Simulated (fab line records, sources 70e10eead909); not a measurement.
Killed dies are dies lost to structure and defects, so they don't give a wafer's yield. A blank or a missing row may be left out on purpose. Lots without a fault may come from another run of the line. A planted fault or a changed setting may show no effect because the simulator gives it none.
A struck lot beside a sound one | flow nand_harc | 35 steps out of a route of 1159
Sound: wafers L548.1, L548.2, L548.4. Struck: wafer L564.4. (L564.2, L564.6 of the same lot were not struck and are left out.) The cause comes at the end.
At each step with rows: each side's tool, then ch and its chambers, then its first start. Under that, the readings that differ: sound wafers | struck wafers | difference of the means | sigmas: that difference in standard deviations of wafers without a fault.
alike: readings whose means differ by less than 2 such deviations, and words and numbers that are the same on both sides. not compared: withheld readings, readings that some wafer has no value for, bounds like >300 that may hide the same value, and numbers for which the record gives no deviation and whose values overlap.
The two part at a step that has a row with sigmas, a row that says differs or no value, or rows on one side only. Numbers that don't overlap but have no deviation are shown without sigmas and don't part them. A reading that every wafer of one side lacks parts them only if that side has two wafers or more.

NHARC_A_SLIT_CD_MEAS_21:
  sound on cd_sem-03, day 15 12:17; struck on cd_sem-02, day 19 10:16
  alike: cd_nm
then, 3 steps without rows for these wafers: NHARC_A_SIN_REMOVE_WET_00 (chemistry H3PO4, time 15300 s); NHARC_A_SIN_REMOVE_PRECLEAN_01 (cleans in SC1); NHARC_A_SIN_REMOVE_SRD_02.
NHARC_A_SIN_REMOVE_INSPECT_04:
  sound on defect_inspect-01, day 15 20:02; struck on defect_inspect-01, day 19 16:27
  alike: raw_defect_count
NHARC_A_WL_FILL_ALD_00: deposits Al2O3, target thk 3 nm, pulse time 3 s, ald cycles 30.
  sound on ald_hk-02 ch 1,2,3, day 15 20:07; struck on ald_hk-04 ch 3, day 19 16:31
  alike: heater_power_w, precursor_pulse_height_rel
then, 1 step without rows for these wafers: NHARC_A_WL_FILL_RTA_01 (time 5 s).
NHARC_A_WL_FILL_ALD_02: deposits TiN, target thk 2 nm, pulse time 3 s, ald cycles 100.
  sound on ald_metal-04 ch 0,1,2, day 15 20:35; struck on ald_metal-03 ch 2, day 19 17:02
  reading            | sound          | struck | difference | sigmas
  heater_power_w (W) | 1096 1263 1291 | 995    | -222       | -2
  alike: precursor_pulse_height_rel
then, 1 step without rows for these wafers: NHARC_A_WL_FILL_CVD_03 (deposits W, target thk 40 nm, time 3302 s).
NHARC_A_WL_FILL_ETCHBACK_04: etches the open film in NF3, target depth 60 nm, time 120 s.
  sound on rie_metal-01 ch 0,1, day 16 01:20; struck on rie_metal-01 ch 0, day 19 21:29
  alike: drypump_motor_current_A, oes_product_au
  not compared: rf_hours_counter_h
NHARC_A_WL_FILL_ETCHBACK_05: etches the open film in Cl2/BCl3, target depth 22 nm, time 60 s.
  sound on rie_metal-01 ch 0,1, day 16 01:34; struck on rie_metal-01 ch 0, day 19 21:43
  alike: drypump_motor_current_A, oes_product_au
  not compared: rf_hours_counter_h
then, 6 steps without rows for these wafers: NHARC_A_WL_FILL_STRIP_27 (strips in N2/H2, time 20 s); NHARC_A_WL_FILL_STRIP_28 (strips in post etch residue remover, time 1200 s); NHARC_A_WL_FILL_PRECLEAN_06 (cleans in DIW, time 300 s); NHARC_A_WL_FILL_SRD_07; NHARC_A_WL_FILL_ANNEAL_08 (time 1800 s); NHARC_A_WL_FILL_ALD_10 (deposits SiO2, target thk 50 nm, pulse time 10 s, ald cycles 500).
NHARC_A_WL_FILL_ETCHBACK_16: etches the open film in C4F8/O2/Ar, target depth 88 nm, time 17.6 s.
  sound on rie_diel-06 ch 1,2; struck on rie_diel-06 ch 2
  alike: oes_product_au, rf_vpp_V
  not compared: rf_hours_counter_h
NHARC_A_WL_FILL_STRIP_29: strips in O2, time 20 s.
  sound on rie_diel-06 ch 0,1, day 16 16:41; struck on rie_diel-06 ch 2, day 20 08:44
  alike: drypump_motor_current_A, oes_product_au, rf_vpp_V, showerhead_plenum_p_Torr, throttle_valve_pct
  not compared: rf_hours_counter_h
then, 15 steps without rows for these wafers: NHARC_A_WL_FILL_ETCHBACK_17 (etches the open film in Cl2/BCl3, target depth 4 nm, time 26.7 s); NHARC_A_WL_FILL_PRECLEAN_18 (cleans in dHF, time 30 s); NHARC_A_WL_FILL_SRD_21; NHARC_A_WL_FILL_CVD_23 (deposits poly-Si, target thk 40 nm, time 800 s); NHARC_A_WL_FILL_ETCHBACK_26 (etches the open film in HBr, target depth 52 nm, time 13.3 s); NHARC_A_WL_FILL_PRECLEAN_30 (cleans in dHF, time 10 s); NHARC_A_WL_FILL_SRD_14; NHARC_A_WL_FILL_ALD_19 (deposits TiN, target thk 2 nm, pulse time 3 s, ald cycles 100); NHARC_A_WL_FILL_CVD_20 (deposits W, target thk 75 nm, time 5064 s); NHARC_A_WL_FILL_CMP_12 (polishes, t overpolish 30 s, target thk 75 nm); NHARC_A_WL_FILL_SRD_31; NHARC_A_CONTACT_DEP_24 (deposits SiO2, target thk 500 nm); NHARC_A_CONTACT_DEP_28 (deposits aC, target thk 3600 nm); NHARC_A_CONTACT_DEP_29 (deposits SiON, target thk 70 nm); NHARC_A_CONTACT_DEHYDRATE_32 (time 120 s).
-- the record jumps here: 4 days lie between the struck wafers' starts before and after (it left off in module A_CONTACT and takes up again in module END, whose first step shown is number 1159 of the route) --
NHARC_END_SORT_01:
  the record has rows for the struck wafers here (prober-01 ch 0, day 24 00:41) and none for the sound ones

WHERE THEY PART
First at NHARC_A_WL_FILL_ALD_02; last, within this record, at NHARC_END_SORT_01.

WHY: what the simulator had put in
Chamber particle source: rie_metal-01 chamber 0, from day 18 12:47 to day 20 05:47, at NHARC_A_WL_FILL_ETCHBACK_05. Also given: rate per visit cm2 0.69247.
